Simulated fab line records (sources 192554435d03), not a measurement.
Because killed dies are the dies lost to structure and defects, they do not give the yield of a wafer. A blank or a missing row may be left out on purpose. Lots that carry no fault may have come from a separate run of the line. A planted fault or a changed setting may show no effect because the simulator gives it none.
What tool caused it? ; flow n5Finfet ; at 1 step of a route of 1938, 11 lots with 33 wafers sampled

## WHAT EACH GAUGE READ, for each wafer
N5_BEOL_M11_INSPECT_13: inspects for defects (brightfield). Usual: rawDefectCount 412, standard deviation 90.
lot;measured;on;rawDefectCount;flag
L896;day 13 15:48;defectInspect-01;310 218 274;
L904;day 15 08:14;defectInspect-02;379 548 474;
L901;day 15 18:33;defectInspect-02;432 433 384;
L911;day 18 04:07;defectInspect-01;485 399 362;
L910;day 18 10:30;defectInspect-01;392 287 349;
L909;day 18 10:40;defectInspect-02;271 298 326;
L913;day 18 15:59;defectInspect-01;398 448 461;
L918;day 18 21:08;defectInspect-01;358 352 415;
L915;day 19 16:26;defectInspect-02;422 454 417;
L917;day 19 16:40;defectInspect-01;308 357 371;
L919;day 20 01:02;defectInspect-01;332 386 387;

## WHICH TOOL RAN EACH LOT (tool, then ch and the chambers of the sampled wafers, then the start)
No process step before these readings appears in the record.

## AS READ BY THE TOOLS THEMSELVES (means over the sampled wafers that have a number; for cases with no such wafer, the mark the record gives instead)
The record holds no such reading with a usual standard deviation.

## THE ANSWER, worked out from the rows above alone
Rule: take the mean of a lot's wafers that have a number; if it is more than 3 standard deviations from the usual mean, the lot is off. A lot without any number at a reading at which 4 lots or more have one is off too. All remaining lots with rows at the step are treated as sound. After the gauges, taken in route order, come the tools' own readings; for these a lot's mean is taken, as printed above. At the first step where some lot is off, the reading lying furthest off is the one used; lots without a number count as furthest.
None of the lots is off at any reading shown; this tells nothing.

## WHAT THE SIMULATOR HAD INSERTED
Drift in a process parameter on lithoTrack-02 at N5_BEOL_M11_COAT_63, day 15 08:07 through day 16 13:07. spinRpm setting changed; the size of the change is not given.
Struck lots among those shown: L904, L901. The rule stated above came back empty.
